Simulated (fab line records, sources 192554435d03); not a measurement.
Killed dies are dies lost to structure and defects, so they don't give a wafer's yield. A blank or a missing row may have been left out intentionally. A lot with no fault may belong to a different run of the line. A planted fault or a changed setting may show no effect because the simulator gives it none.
Which of the tools did it?	flow n5_finfet	24 lots with 72 wafers sampled at 6 steps, on a route of 1938 steps

## WHAT THE GAUGES SHOWED, per wafer
N5_MOL_CONTACT_COAG_CD_MEAS_99: the cd target is 17.2 nm.
lot	measured	on	cd_nm (nm)
L074	day 4 16:14	cd_sem-02	17.42 17.59 17.38
L075	day 5 02:02	cd_sem-03	17.52 17.09 16.88
L076	day 5 03:58	cd_sem-03	16.77 17.17 17.12
L077	day 5 11:27	cd_sem-03	16.99 17.00 16.95
L078	day 5 21:34	cd_sem-02	16.94 16.89 16.57
L079	day 6 00:04	cd_sem-01	17.01 17.36 17.54
L080	day 6 03:05	cd_sem-03	17.55 16.94 17.18
L081	day 6 09:04	cd_sem-02	17.35 17.45 17.30
L082	day 6 16:13	cd_sem-01	16.65 17.19 16.94
L083	day 6 19:40	cd_sem-03	17.38 16.87 16.90
L084	day 7 04:13	cd_sem-01	17.09 17.01 17.42
L085	day 7 14:16	cd_sem-01	17.19 17.04 17.18
L086	day 7 16:23	cd_sem-03	17.00 17.29 17.10
L087	day 7 21:16	cd_sem-02	16.68 16.88 17.00
L088	day 8 07:20	cd_sem-02	16.95 16.86 17.58
L089	day 8 08:22	cd_sem-01	16.86 17.20 17.44
L090	day 8 14:47	cd_sem-02	17.13 16.88 17.28
L091	day 8 22:26	cd_sem-01	17.70 16.74 16.98
L092	day 9 07:03	cd_sem-02	17.20 17.14 16.89
L093	day 9 11:10	cd_sem-02	17.03 17.37 16.74
L094	day 9 22:04	cd_sem-01	17.28 17.16 16.46
L095	day 10 03:19	cd_sem-02	17.46 17.30 17.48
L096	day 10 09:06	cd_sem-02	17.69 17.00 17.12
L097	day 10 11:01	cd_sem-01	17.70 17.48 17.25

N5_MOL_CONTACT_COAG_OVL_MEAS_41.
lot	measured	on	VD_OVL (nm)
L074	day 5 03:15	overlay-02	-0.3 0.8 -0.1
L075	day 5 13:14	overlay-02	0.1 -0.5 -0.4
L076	day 5 16:00	overlay-01	0.1 0.6 -0.1
L077	day 5 20:34	overlay-01	-0.2 -0.1 0.1
L078	day 6 09:09	overlay-02	0.3 0.5 0.1
L079	day 6 14:11	overlay-02	-0.6 -0.3 -0.4
L080	day 6 14:42	overlay-02	0.1 0.3 0.4
L081	day 6 20:01	overlay-02	0.2 -1.0 -1.1
L082	day 7 03:07	overlay-02	-0.1 -0.6 -0.9
L083	day 7 05:45	overlay-01	0.7 0.5 -0.7
L084	day 7 15:32	overlay-01	-1.0 -0.9 -0.1
L085	day 8 01:19	overlay-01	-0.3 -0.2 0.4
L086	day 8 01:44	overlay-01	0.5 -0.6 -0.1
L087	day 8 09:38	overlay-01	-0.6 -0.7 -0.4
L088	day 9 00:37	overlay-01	1.1 1.2 0.9
L089	day 9 00:49	overlay-01	0.1 -0.2 -0.7
L090	day 9 06:20	overlay-01	0.3 -0.4 0.6
L091	day 9 11:58	overlay-01	-0.4 -0.4 0.2
L092	day 9 16:19	overlay-02	-1.3 -0.9 -1.1
L093	day 10 00:35	overlay-02	-0.3 0.1 -0.3
L094	day 10 08:17	overlay-01	0.6 0.0 0.7
L095	day 10 14:13	overlay-02	-0.6 -0.8 -1.5
L096	day 10 19:17	overlay-01	0.2 -0.7 -1.0
L097	day 10 23:11	overlay-01	-1.1 -0.4 -0.5

## TOOL THAT RAN EACH LOT (tool first, then ch and the chambers of the sampled wafers, then the start)
lot	N5_MOL_CONTACT_COAG_ETCH_15	N5_MOL_CONTACT_COAG_CMP_23	N5_MOL_CONTACT_COAG_ETCHBACK_135	N5_MOL_CONTACT_COAG_STRIP_96
L074	rie_diel-06 ch 0,3, day 4 16:04	cmp-02 ch 0,2,3, day 4 21:13	rie_diel-04 ch 1,2, day 5 02:31	rie_diel-04 ch 1,2, day 5 02:37
L075	rie_diel-02 ch 2,3, day 5 01:52	cmp-02 ch 0,1, day 5 08:07	rie_diel-02 ch 2,3, day 5 12:23	rie_diel-02 ch 2,3, day 5 12:29
L076	rie_diel-02 ch 1,3, day 5 03:47	cmp-01 ch 0,2,3, day 5 09:56	rie_diel-06 ch 1,3, day 5 15:09	rie_diel-06 ch 1,3, day 5 15:15
L077	rie_diel-02 ch 0,1, day 5 11:16	cmp-04 ch 1,2, day 5 15:33	rie_diel-04 ch 0,3, day 5 19:41	rie_diel-04 ch 0,3, day 5 19:47
L078	rie_diel-04 ch 0,2,3, day 5 21:23	cmp-04 ch 0,1,2, day 6 04:07	rie_diel-04 ch 0,2,3, day 6 08:14	rie_diel-04 ch 0,2,3, day 6 08:20
L079	rie_diel-06 ch 0,1, day 5 23:53	cmp-01 ch 0,1,3, day 6 09:18	rie_diel-06 ch 1,2, day 6 13:20	rie_diel-06 ch 1,2, day 6 13:26
L080	rie_diel-06 ch 1,2,3, day 6 02:55	cmp-02 ch 1,2,3, day 6 09:31	rie_diel-04 ch 1,2, day 6 13:49	rie_diel-04 ch 1,2, day 6 13:55
L081	rie_diel-06 ch 0,1,2, day 6 08:53	cmp-02 ch 0,2,3, day 6 14:22	rie_diel-02 ch 0,1,3, day 6 19:11	rie_diel-02 ch 0,1,3, day 6 19:17
L082	rie_diel-04 ch 0,1, day 6 16:02	cmp-02 ch 0,1,3, day 6 21:34	rie_diel-02 ch 0,1,2, day 7 02:22	rie_diel-02 ch 0,1,2, day 7 02:28
L083	rie_diel-04 ch 0,1,2, day 6 19:29	cmp-04 ch 1,2,3, day 7 00:34	rie_diel-06 ch 0,2,3, day 7 05:02	rie_diel-06 ch 0,2,3, day 7 05:08
L084	rie_diel-04 ch 1,3, day 7 04:02	cmp-01 ch 0,1, day 7 10:16	rie_diel-06 ch 2,3, day 7 14:49	rie_diel-06 ch 2,3, day 7 14:55
L085	rie_diel-02 ch 0,1, day 7 14:05	cmp-04 ch 0,1,3, day 7 20:11	rie_diel-04 ch 0,3, day 8 00:28	rie_diel-04 ch 0,3, day 8 00:34
L086	rie_diel-02 ch 1,2,3, day 7 16:13	cmp-02 ch 0,1,3, day 7 20:28	rie_diel-06 ch 0,1,2, day 8 01:00	rie_diel-06 ch 0,1,2, day 8 01:06
L087	rie_diel-02 ch 0,1,3, day 7 21:05	cmp-01 ch 1,2, day 8 04:32	rie_diel-06 ch 2,3, day 8 08:47	rie_diel-06 ch 2,3, day 8 08:53
L088	rie_diel-06 ch 0,1,2, day 8 07:09	cmp-04 ch 0,2,3, day 8 16:48	rie_diel-06 ch 0,3, day 8 23:46	rie_diel-06 ch 0,3, day 8 23:52
L089	rie_diel-04 ch 1,2, day 8 08:11	cmp-04 ch 1,2,3, day 8 16:59	rie_diel-04 ch 1,2,3, day 9 00:05	rie_diel-04 ch 1,2,3, day 9 00:11
L090	rie_diel-06 ch 0,3, day 8 14:36	cmp-04 ch 0,1, day 8 22:21	rie_diel-04 ch 1,3, day 9 05:38	rie_diel-04 ch 1,3, day 9 05:44
L091	rie_diel-04 ch 0,3, day 8 22:15	cmp-02 ch 1,2, day 9 03:57	rie_diel-06 ch 1,2,3, day 9 11:07	rie_diel-06 ch 1,2,3, day 9 11:13
L092	rie_diel-06 ch 1,3, day 9 06:52	cmp-01 ch 2,3, day 9 11:12	rie_diel-06 ch 0,2,3, day 9 15:28	rie_diel-06 ch 0,2,3, day 9 15:34
L093	rie_diel-04 ch 1,3, day 9 10:59	cmp-02 ch 0,1,2, day 9 18:35	rie_diel-02 ch 1,3, day 9 23:52	rie_diel-02 ch 1,3, day 9 23:58
L094	rie_diel-02 ch 0,2,3, day 9 21:52	cmp-04 ch 0,1,3, day 10 03:10	rie_diel-02 ch 1,2,3, day 10 07:26	rie_diel-02 ch 1,2,3, day 10 07:32
L095	rie_diel-04 ch 0,2,3, day 10 03:09	cmp-01 ch 0,2,3, day 10 09:02	rie_diel-02 ch 0,2,3, day 10 13:22	rie_diel-02 ch 0,2,3, day 10 13:28
L096	rie_diel-06 ch 2,3, day 10 08:55	cmp-04 ch 0,1,3, day 10 14:19	rie_diel-06 ch 1,2, day 10 18:34	rie_diel-06 ch 1,2, day 10 18:40
L097	rie_diel-02 ch 0,2, day 10 10:50	cmp-01 ch 0,1,2, day 10 17:39	rie_diel-02 ch 0,1,2, day 10 22:20	rie_diel-02 ch 0,1,2, day 10 22:26
- N5_MOL_CONTACT_COAG_ETCH_15: etches SiNx in CH3F/O2, stops on Si:P, target depth 7 nm.
- N5_MOL_CONTACT_COAG_CMP_23: polishes, stops on SiO2, t overpolish 1.5 s, target thk 0 nm.
- N5_MOL_CONTACT_COAG_ETCHBACK_135: etches SiO2 in CHF3, target depth 25 nm, time 16.7 s.
- N5_MOL_CONTACT_COAG_STRIP_96: strips in N2/H2.

## AS READ BY THE TOOLS THEMSELVES (means over the sampled wafers that have a number; for cases with no such wafer, the mark the record gives instead)
N5_MOL_CONTACT_COAG_ETCH_15.
lot	tool	CH3F_flow_sccm (sccm)	drypump_motor_current_A (A)	oes_o_777_au (a.u.)	oes_product_au (a.u.)	rf_vpp_V (V)	showerhead_plenum_p_Torr (Torr)	throttle_valve_pct (%)
L074	rie_diel-06	30.03	5.5	0.83	0.60	300.3	2.00	16.20
L075	rie_diel-02	29.94	6.0	0.79	0.59	297.8	2.01	16.53
L076	rie_diel-02	30.01	5.2	0.69	0.52	296.6	2.01	16.68
L077	rie_diel-02	29.98	5.4	0.81	0.59	298.8	2.03	16.26
L078	rie_diel-04	29.99	6.1	0.81	0.59	299.5	2.02	16.32
L079	rie_diel-06	29.86	6.4	0.78	0.58	299.8	1.98	16.20
L080	rie_diel-06	30.03	5.5	0.77	0.57	301.3	2.01	16.37
L081	rie_diel-06	30.02	6.2	0.76	0.57	300.3	1.98	16.27
L082	rie_diel-04	30.03	6.2	0.69	0.50	296.5	1.97	16.60
L083	rie_diel-04	29.98	6.1	0.74	0.54	298.4	1.96	16.50
L084	rie_diel-04	29.93	5.9	0.74	0.54	299.0	2.01	16.45
L085	rie_diel-02	29.93	5.3	0.83	0.61	296.8	1.99	16.05
L086	rie_diel-02	30.07	5.7	0.73	0.54	297.9	2.02	16.61
L087	rie_diel-02	30.00	5.3	0.75	0.55	295.9	1.99	16.40
L088	rie_diel-06	29.99	6.1	0.74	0.55	300.4	1.97	16.29
L089	rie_diel-04	30.06	5.8	0.87	0.64	300.8	1.95	16.27
L090	rie_diel-06	30.01	5.5	0.79	0.58	301.3	1.99	16.26
L091	rie_diel-04	29.92	6.3	0.73	0.54	298.3	2.02	16.46
L092	rie_diel-06	30.01	5.4	0.76	0.56	301.9	2.06	16.59
L093	rie_diel-04	30.02	6.0	0.85	0.62	300.0	2.06	16.19
L094	rie_diel-02	30.04	5.6	0.78	0.57	295.9	1.98	16.38
L095	rie_diel-04	30.01	6.1	0.85	0.63	299.9	2.01	16.23
L096	rie_diel-06	29.97	5.6	0.73	0.54	300.5	1.94	16.30
L097	rie_diel-02	30.01	6.1	0.83	0.61	298.3	2.00	16.27

N5_MOL_CONTACT_COAG_CMP_23.
lot	tool	motor_current_A (A)	overpolish_run_s (s)	pad_life_wafers	time_to_endpoint_s (s)
L074	cmp-02	7.8	1.501	963	6.8
L075	cmp-02	7.5	1.496	1028	11.6
L076	cmp-01	7.7	1.495	2089	9.5
L077	cmp-04	10.0	1.498	716	10.3
L078	cmp-04	9.4	1.500	836	10.6
L079	cmp-01	8.2	1.502	164	10.5
L080	cmp-02	7.8	1.493	1214	10.7
L081	cmp-02	8.0	1.490	1262	10.8
L082	cmp-02	7.9	1.500	1334	10.5
L083	cmp-04	9.6	1.513	943	9.9
L084	cmp-01	8.0	1.496	403	11.9
L085	cmp-04	8.6	1.502	1136	8.0
L086	cmp-02	8.1	1.503	1472	11.0
L087	cmp-01	7.7	1.500	552	7.4
L088	cmp-04	8.4	1.490	1334	11.2
L089	cmp-04	9.4	1.503	1339	11.6
L090	cmp-04	9.1	1.497	1388	11.2
L091	cmp-02	7.5	1.499	1704	10.2
L092	cmp-01	7.3	1.504	770	8.6
L093	cmp-02	7.4	1.513	1801	10.6
L094	cmp-04	8.7	1.500	1621	11.4
L095	cmp-01	7.7	1.508	925	7.7
L096	cmp-04	9.0	1.504	1706	9.5
L097	cmp-01	7.7	1.501	1004	4.5

N5_MOL_CONTACT_COAG_ETCHBACK_135.
lot	tool	drypump_motor_current_A (A)	oes_product_au (a.u.)	rf_vpp_V (V)	showerhead_plenum_p_Torr (Torr)	throttle_valve_pct (%)
L074	rie_diel-04	5.9	0.75	526	2.34	18.87
L075	rie_diel-02	6.0	0.80	525	2.39	18.95
L076	rie_diel-06	5.4	0.78	532	2.46	18.93
L077	rie_diel-04	6.2	0.83	528	2.47	18.66
L078	rie_diel-04	6.1	0.81	529	2.40	18.72
L079	rie_diel-06	5.8	0.76	530	2.42	18.87
L080	rie_diel-04	5.8	0.80	528	2.33	18.79
L081	rie_diel-02	5.3	0.77	522	2.38	18.77
L082	rie_diel-02	5.8	0.81	525	2.40	18.66
L083	rie_diel-06	5.9	0.78	529	2.33	18.55
L084	rie_diel-06	5.6	0.76	529	2.33	18.64
L085	rie_diel-04	6.2	0.79	529	2.46	18.69
L086	rie_diel-06	6.1	0.75	528	2.35	18.67
L087	rie_diel-06	5.6	0.75	529	2.33	18.65
L088	rie_diel-06	5.5	0.79	530	2.36	18.66
L089	rie_diel-04	5.9	0.87	529	2.38	18.64
L090	rie_diel-04	6.0	0.88	529	2.45	18.59
L091	rie_diel-06	5.5	0.75	530	2.38	18.82
L092	rie_diel-06	5.9	0.76	528	2.32	18.60
L093	rie_diel-02	5.4	0.68	525	2.42	19.06
L094	rie_diel-02	5.7	0.73	525	2.40	19.03
L095	rie_diel-02	5.6	0.77	523	2.35	18.79
L096	rie_diel-06	5.9	0.72	529	2.34	18.77
L097	rie_diel-02	5.8	0.79	524	2.39	18.71

N5_MOL_CONTACT_COAG_STRIP_96.
lot	tool	drypump_motor_current_A (A)	oes_product_au (a.u.)	rf_vpp_V (V)	showerhead_plenum_p_Torr (Torr)	throttle_valve_pct (%)
L074	rie_diel-04	5.9	0.75	121.7	3.30	19.1
L075	rie_diel-02	6.0	0.80	121.8	3.38	19.3
L076	rie_diel-06	5.5	0.80	123.7	3.48	19.4
L077	rie_diel-04	6.2	0.83	122.7	3.48	18.8
L078	rie_diel-04	6.2	0.81	122.2	3.38	18.9
L079	rie_diel-06	5.8	0.76	122.3	3.42	19.1
L080	rie_diel-04	5.9	0.80	120.4	3.29	19.0
L081	rie_diel-02	5.3	0.77	122.3	3.37	19.4
L082	rie_diel-02	5.7	0.82	122.1	3.39	19.1
L083	rie_diel-06	5.9	0.79	121.7	3.29	18.8
L084	rie_diel-06	5.6	0.76	121.2	3.28	18.9
L085	rie_diel-04	6.2	0.80	122.5	3.47	18.8
L086	rie_diel-06	6.2	0.75	121.8	3.32	18.8
L087	rie_diel-06	5.6	0.75	120.6	3.28	18.9
L088	rie_diel-06	5.5	0.80	121.9	3.34	19.1
L089	rie_diel-04	5.9	0.87	122.1	3.37	18.8
L090	rie_diel-04	6.0	0.87	122.8	3.46	18.8
L091	rie_diel-06	5.5	0.75	122.9	3.37	19.2
L092	rie_diel-06	5.9	0.77	121.9	3.28	18.9
L093	rie_diel-02	5.4	0.68	122.9	3.42	19.5
L094	rie_diel-02	5.7	0.72	122.2	3.39	19.4
L095	rie_diel-02	5.6	0.78	121.5	3.33	19.3
L096	rie_diel-06	5.8	0.72	121.6	3.30	18.9
L097	rie_diel-02	5.8	0.78	122.7	3.38	19.1

## THE ANSWER, worked out from the rows above alone
Rule: usual is defined by the lots themselves. The widest of any qualifying gaps counts: lots, ordered by their means at a reading, are off when they make up no more than a third of the lots, leave a main group of 4 or more, and stand apart from it by 3 or more times the standard deviation of that group's means. If all means in a main group match to the digits the tables above print for the reading, that group is not used. A lot without any number at a reading at which 4 lots or more have one is off too. Where the step has rows for the other lots, those lots are counted as sound. First the gauges in route order, then the tools' own readings, where a lot's mean is used as printed above. At the first step where some lot is off, the reading lying furthest off is the one used; lots without a number count as furthest.
No lot is off at any reading shown: from this, nothing can be told.

## WHAT WAS PUT IN BY THE SIMULATOR
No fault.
